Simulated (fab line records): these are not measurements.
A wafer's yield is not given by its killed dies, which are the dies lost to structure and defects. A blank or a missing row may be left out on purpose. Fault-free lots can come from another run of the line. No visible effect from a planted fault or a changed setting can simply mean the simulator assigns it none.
Chamber matching -- flow nandHarc -- NHARC_A_STAIRCASE_DEP_259 on pecvd-04: 3 sister chambers
The step deposits SiON, target thk 30 nm. 3 wafers are shown with their chamber, then 8 later ones without.

WAFERS PAIRED WITH THEIR CHAMBERS
wafer,chamber,heaterPowerW (W)
L081.4,1,773
L089.5,2,716
L088.3,0,849

WAFERS WITH NO CHAMBER GIVEN
wafer,heaterPowerW (W)
L088.5,815
L088.6,849
L092.1,878
L092.4,887
L092.5,786
L097.2,793
L097.3,719
L097.4,718

THE CHAMBER EACH PASSED THROUGH
wafer,from the rows above,in truth
L088.5,can't be placed: 0 or 1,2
L088.6,0,0
L092.1,0,0
L092.4,0,0
L092.5,1,1
L097.2,can't be placed: 1 or 0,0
L097.3,2,2
L097.4,2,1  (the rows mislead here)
5 of 8 placed correctly. These rows do not allow placing 2 (true chamber among the candidates in 1). Number placed wrongly: 1.
How it was worked out, from the rows above alone: a wafer's distance from a chamber is the root of the sum, over the readings, of the square of ((its reading less the chamber's mean) divided by the reading's scatter). The wafer belongs to the nearest chamber; if the next one is less than 2 further off, it can't be placed. The mean given for a chamber averages the wafers shown for that chamber. The scatter: with one shown wafer a chamber, the root of the mean of the squares of how far each hidden wafer lies from its nearest shown one.
